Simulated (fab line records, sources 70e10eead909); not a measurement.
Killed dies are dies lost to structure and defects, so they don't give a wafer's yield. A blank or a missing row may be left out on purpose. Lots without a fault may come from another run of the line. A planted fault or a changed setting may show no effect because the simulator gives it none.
Which tool did it? | flow nand_harc | 12 lots, 36 wafers sampled, at 5 steps of a route of 1302

WHAT THE GAUGES READ, wafer by wafer
NHARC_A_CONTACT_CD_MEAS_80.
lot  | measured     | on        | cd_nm (nm)
L075 | day 22 16:53 | cd_sem-03 | 290.6 289.6 289.8
L076 | day 23 05:54 | cd_sem-01 | 288.2 289.8 289.4
L079 | day 24 18:25 | cd_sem-01 | 291.2 290.5 290.7
L081 | day 25 06:43 | cd_sem-01 | 287.3 287.1 287.6
L083 | day 26 04:17 | cd_sem-02 | 288.9 288.3 288.7
L087 | day 27 04:40 | cd_sem-03 | 290.1 290.1 290.7
L086 | day 27 12:18 | cd_sem-01 | 289.0 289.5 289.5
L089 | day 28 06:26 | cd_sem-01 | 288.8 288.4 288.7
L092 | day 29 06:15 | cd_sem-01 | 290.5 290.0 289.5
L093 | day 30 11:47 | cd_sem-01 | 288.0 288.8 288.2
L094 | day 30 19:17 | cd_sem-02 | 289.1 288.6 289.5
L097 | day 31 09:37 | cd_sem-02 | 290.7 289.8 289.1

WHICH TOOL RAN EACH LOT (tool, then ch and the chambers of the sampled wafers, then the start)
lot  | NHARC_A_CONTACT_DESCUM_74          | NHARC_A_CONTACT_ETCH_75            | NHARC_A_CONTACT_ETCH_131             | NHARC_A_CONTACT_ETCH_133
L075 | rie_diel-11 ch 1,2, day 22 12:44   | rie_diel-11 ch 0,2, day 22 12:50   | har_cap_etch-01 ch 0,1, day 22 15:34 | har_cap_etch-01 ch 0,1, day 22 15:58
L076 | rie_diel-11 ch 0,1,3, day 23 01:44 | rie_diel-11 ch 0,1,3, day 23 01:49 | har_cap_etch-02 ch 0,1, day 23 04:34 | har_cap_etch-02 ch 0,1, day 23 04:58
L079 | rie_diel-11 ch 0,3, day 24 14:13   | rie_diel-11 ch 0,2,3, day 24 14:19 | har_cap_etch-01 ch 0,1, day 24 17:02 | har_cap_etch-01 ch 0,1, day 24 17:23
L081 | rie_diel-03 ch 1,2, day 25 02:26   | rie_diel-03 ch 0,3, day 25 02:31   | har_cap_etch-03 ch 1, day 25 05:16   | har_cap_etch-03 ch 1, day 25 05:39
L083 | rie_diel-11 ch 0,1,3, day 26 00:07 | rie_diel-11 ch 0,1,3, day 26 00:13 | har_cap_etch-03 ch 0,1, day 26 02:55 | har_cap_etch-03 ch 0,1, day 26 03:16
L087 | rie_diel-11 ch 0,3, day 27 00:04   | rie_diel-11 ch 0,3, day 27 00:10   | har_cap_etch-02 ch 0,1, day 27 03:17 | har_cap_etch-02 ch 0,1, day 27 03:38
L086 | rie_diel-10 ch 1,2, day 27 08:09   | rie_diel-10 ch 1,2,3, day 27 08:14 | har_cap_etch-02 ch 0,1, day 27 10:56 | har_cap_etch-02 ch 0,1, day 27 11:18
L089 | rie_diel-03 ch 1,3, day 28 02:17   | rie_diel-03 ch 0,1, day 28 02:22   | har_cap_etch-02 ch 1, day 28 05:06   | har_cap_etch-02 ch 1, day 28 05:30
L092 | rie_diel-11 ch 0,2, day 29 02:05   | rie_diel-11 ch 0,1,2, day 29 02:10 | har_cap_etch-03 ch 0,1, day 29 04:53 | har_cap_etch-03 ch 0,1, day 29 05:15
L093 | rie_diel-10 ch 2,3, day 30 07:11   | rie_diel-10 ch 1,2,3, day 30 07:17 | har_cap_etch-03 ch 0,1, day 30 10:31 | har_cap_etch-03 ch 0,1, day 30 10:59
L094 | rie_diel-11 ch 0,1,3, day 30 15:08 | rie_diel-11 ch 2,3, day 30 15:13   | har_cap_etch-03 ch 0,1, day 30 17:58 | har_cap_etch-03 ch 0,1, day 30 18:22
L097 | rie_diel-11 ch 0,3, day 31 05:26   | rie_diel-11 ch 0,1,3, day 31 05:32 | har_cap_etch-02 ch 0,1, day 31 08:18 | har_cap_etch-02 ch 0,1, day 31 08:44
- NHARC_A_CONTACT_DESCUM_74: chemistry O2, time 3 s.
- NHARC_A_CONTACT_ETCH_75: etches the open film in CF4, target depth 39 nm, time 65 s.
- NHARC_A_CONTACT_ETCH_131: etches the open film in C4F8/O2/Ar, time 197 s, target depth 1918 nm.
- NHARC_A_CONTACT_ETCH_133: etches the open film in C4F8/O2/Ar, time 374 s, target depth 1610 nm.

THE ANSWER, worked out from the rows above alone
Rule: what is usual is taken from the lots themselves. Put in order of their means at a reading, lots are off if they are a third of the lots or fewer, leave a main group of 4 or more, and stand apart from it by a gap of 3 or more times the standard deviation of the main group's means; of several such gaps the widest counts. A main group whose means are all the same, to the digits that the tables above print for the reading, isn't used. A lot without any number at a reading at which 4 lots or more have one is off too. The other lots that the step has rows for count as sound.
No lot is off at any reading shown: from this, nothing can be told.

WHAT THE SIMULATOR HAD PUT IN
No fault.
